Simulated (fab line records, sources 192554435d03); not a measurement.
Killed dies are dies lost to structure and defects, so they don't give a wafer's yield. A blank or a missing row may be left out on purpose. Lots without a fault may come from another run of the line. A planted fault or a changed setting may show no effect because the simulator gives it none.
Split-lot experiment | flow n5_finfet | 7 lots, 21 wafers read, on a route of 1938 steps

THE SPLIT
At N5_BEOL_M3_ETCH_41 (etches SiCN in CH3F/O2, target depth 29.9 nm, time 52.5 s), the setting target_depth_a was moved away from the recipe's 299 angstrom on 9 of the 21 wafers read, by -10.6% to +11.1%. The other wafers ran this setting at the recipe's value.

The reading is taken at the split's own step.

THE READING
etch.depth_nm (the simulator's own value, which no gauge read), in nm, at N5_BEOL_M3_ETCH_41 (etches SiCN in CH3F/O2, target depth 29.9 nm, time 52.5 s). The file gives no usual value for it. The 12 wafers here that ran the recipe average 19.61 nm, standard deviation 0.24 nm.

wafer  | tool, chamber at the split | target_depth_a as run, angstrom | against the recipe | etch.depth_nm, nm | against lot-mates on the recipe
L077.2 | rie_diel-01, 1             | 299                             | recipe             | 19.62             | -
L077.4 | rie_diel-01, 3             | 274.9                           | -8.1%              | 17.75             | -1.81
L077.6 | rie_diel-01, 1             | 299                             | recipe             | 19.5              | -
L078.1 | rie_diel-05, 3             | 267.5                           | -10.5%             | 17.91             | no lot-mate on the recipe
L078.5 | rie_diel-05, 0             | 267.5                           | -10.5%             | 18.31             | no lot-mate on the recipe
L078.6 | rie_diel-05, 1             | 267.5                           | -10.5%             | 17.65             | no lot-mate on the recipe
L079.4 | rie_diel-06, 0             | 299                             | recipe             | 19.76             | -
L079.5 | rie_diel-06, 0             | 299                             | recipe             | 19.9              | -
L079.6 | rie_diel-06, 3             | 299                             | recipe             | 19.48             | -
L082.1 | rie_diel-01, 3             | 299                             | recipe             | 19.52             | -
L082.4 | rie_diel-01, 0             | 299                             | recipe             | 19.74             | -
L082.6 | rie_diel-01, 0             | 315.8                           | +5.6%              | 20.83             | +1.20
L084.3 | rie_diel-06, 2             | 267.4                           | -10.6%             | 17.5              | no lot-mate on the recipe
L084.4 | rie_diel-06, 1             | 267.4                           | -10.6%             | 17.17             | no lot-mate on the recipe
L084.5 | rie_diel-06, 2             | 267.4                           | -10.6%             | 17.26             | no lot-mate on the recipe
L086.2 | rie_diel-01, 3             | 299                             | recipe             | 19.49             | -
L086.3 | rie_diel-01, 2             | 299                             | recipe             | 20.14             | -
L086.4 | rie_diel-01, 0             | 332.2                           | +11.1%             | 21.88             | +2.07
L089.1 | rie_diel-06, 2             | 299                             | recipe             | 19.5              | -
L089.3 | rie_diel-06, 1             | 299                             | recipe             | 19.19             | -
L089.5 | rie_diel-06, 2             | 299                             | recipe             | 19.42             | -

THE FIT
A straight line over all 21 wafers: etch.depth_nm changes by +0.195 nm for each +1% of target_depth_a; r = +0.97; the points scatter about the line by 0.3 nm.
The same after taking each lot's own level away (the mean of its wafers on the recipe; 15 wafers): +0.202 nm for each +1%; r = +0.98; scatter 0.19 nm.
On that fit, the largest move of target_depth_a shifts the reading by 2.2 nm.
The lots' own levels span 19.370 to 19.815 nm, that is 1.9 times the standard deviation above.
So the lot-to-lot level changes the slope little: the two slopes agree.
Check: with one of the wafers moved furthest among these (+11.1%) left out of the fit, the line predicts +2.45 nm for it against its lot-mates. It came out at +2.07 nm against them.

THE FILE'S OWN FIT
etch.depth_nm changes by +0.201 nm for each +1% of target_depth_a, r = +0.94.
